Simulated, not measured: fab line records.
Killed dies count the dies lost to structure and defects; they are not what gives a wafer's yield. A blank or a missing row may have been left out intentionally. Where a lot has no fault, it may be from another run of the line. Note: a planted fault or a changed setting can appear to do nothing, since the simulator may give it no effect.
Chamber matching :: flow nand-harc :: cmp-02 running NHARC_A_CONTACT_CMP_20: 4 sister chambers
The step polishes, t overpolish 30 s, target thk 300 nm. 16 wafers are shown with their chamber, then 8 later ones without.

WAFERS, EACH WITH ITS CHAMBER
wafer: L075.2
chamber: 3
motor-current-A (A): 13.3
time-to-endpoint-s (s): 62
overpolish-run-s (s): 30.009

wafer: L075.3
chamber: 0
motor-current-A (A): 13.6
time-to-endpoint-s (s): 66
overpolish-run-s (s): 30.012

wafer: L075.6
chamber: 1
motor-current-A (A): 13.5
time-to-endpoint-s (s): 60
overpolish-run-s (s): 29.992

wafer: L078.1
chamber: 2
motor-current-A (A): 11.5
time-to-endpoint-s (s): 61
overpolish-run-s (s): 29.995

wafer: L078.4
chamber: 1
motor-current-A (A): 12.3
time-to-endpoint-s (s): 58
overpolish-run-s (s): 30.014

wafer: L078.5
chamber: 2
motor-current-A (A): 11.0
time-to-endpoint-s (s): 61
overpolish-run-s (s): 30.004

wafer: L081.1
chamber: 3
motor-current-A (A): 12.8
time-to-endpoint-s (s): 62
overpolish-run-s (s): 30.009

wafer: L081.5
chamber: 3
motor-current-A (A): 12.4
time-to-endpoint-s (s): 61
overpolish-run-s (s): 29.995

wafer: L081.6
chamber: 2
motor-current-A (A): 11.5
time-to-endpoint-s (s): 61
overpolish-run-s (s): 29.998

wafer: L085.1
chamber: 3
motor-current-A (A): 12.6
time-to-endpoint-s (s): 65
overpolish-run-s (s): 30.017

wafer: L085.3
chamber: 0
motor-current-A (A): 14.7
time-to-endpoint-s (s): 66
overpolish-run-s (s): 30.002

wafer: L085.4
chamber: 1
motor-current-A (A): 13.5
time-to-endpoint-s (s): 59
overpolish-run-s (s): 30.006

wafer: L086.1
chamber: 0
motor-current-A (A): 13.2
time-to-endpoint-s (s): 60
overpolish-run-s (s): 30.007

wafer: L086.3
chamber: 3
motor-current-A (A): 12.5
time-to-endpoint-s (s): 59
overpolish-run-s (s): 29.999

wafer: L086.4
chamber: 2
motor-current-A (A): 11.9
time-to-endpoint-s (s): 58
overpolish-run-s (s): 29.996

wafer: L092.3
chamber: 1
motor-current-A (A): 12.3
time-to-endpoint-s (s): 58
overpolish-run-s (s): 30.008

SIGNATURES (averages over the wafers above)
reading: motor-current-A
chamber 0: 13.833
chamber 1: 12.900
chamber 2: 11.475
chamber 3: 12.720
scatter within a chamber: 0.545

reading: time-to-endpoint-s
chamber 0: 64.00
chamber 1: 58.75
chamber 2: 60.25
chamber 3: 61.80
scatter within a chamber: 2.09

reading: overpolish-run-s
chamber 0: 30.00700
chamber 1: 30.00500
chamber 2: 29.99825
chamber 3: 30.00580
scatter within a chamber: 0.00746
Rule: a wafer lies at a distance from a chamber equal to the root of the sum of squares, over the readings, of (its reading less the chamber's mean, divided by the reading's scatter). If the next closest chamber is less than 2 further off than the closest, the wafer can't be placed; otherwise it belongs to the closest. The scatter: take each reading less its chamber's mean, square it, sum over the shown wafers, divide by the number of wafers less the number of chambers, and take the root.

WAFERS MISSING THEIR CHAMBER
wafer: L092.4
motor-current-A (A): 11.3
time-to-endpoint-s (s): 66
overpolish-run-s (s): 29.997

wafer: L092.5
motor-current-A (A): 11.3
time-to-endpoint-s (s): 64
overpolish-run-s (s): 30.004

wafer: L096.1
motor-current-A (A): 11.4
time-to-endpoint-s (s): 64
overpolish-run-s (s): 29.997

wafer: L096.3
motor-current-A (A): 12.2
time-to-endpoint-s (s): 63
overpolish-run-s (s): 30.004

wafer: L096.6
motor-current-A (A): 13.3
time-to-endpoint-s (s): 58
overpolish-run-s (s): 30.025

wafer: L097.3
motor-current-A (A): 13.0
time-to-endpoint-s (s): 58
overpolish-run-s (s): 30.000

wafer: L097.4
motor-current-A (A): 11.9
time-to-endpoint-s (s): 63
overpolish-run-s (s): 30.004

wafer: L097.6
motor-current-A (A): 12.0
time-to-endpoint-s (s): 62
overpolish-run-s (s): 29.997

WHICH CHAMBER EACH WENT THROUGH
wafer: L092.4
from the rows above: can't be placed: 2 or 3 or 1
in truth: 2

wafer: L092.5
from the rows above: can't be placed: 2 or 3 or 1
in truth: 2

wafer: L096.1
from the rows above: can't be placed: 2 or 3
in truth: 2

wafer: L096.3
from the rows above: can't be placed: 3 or 2 or 1 or 0
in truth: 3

wafer: L096.6
from the rows above: can't be placed: 1 or 3 or 0
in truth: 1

wafer: L097.3
from the rows above: can't be placed: 1 or 3
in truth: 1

wafer: L097.4
from the rows above: can't be placed: 3 or 2 or 1 or 0
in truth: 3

wafer: L097.6
from the rows above: can't be placed: 2 or 3 or 1
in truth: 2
Correctly placed: 0 of 8. Can't be placed from these rows: 8 (the true chamber is among the candidates in 8). Wrongly placed: 0.
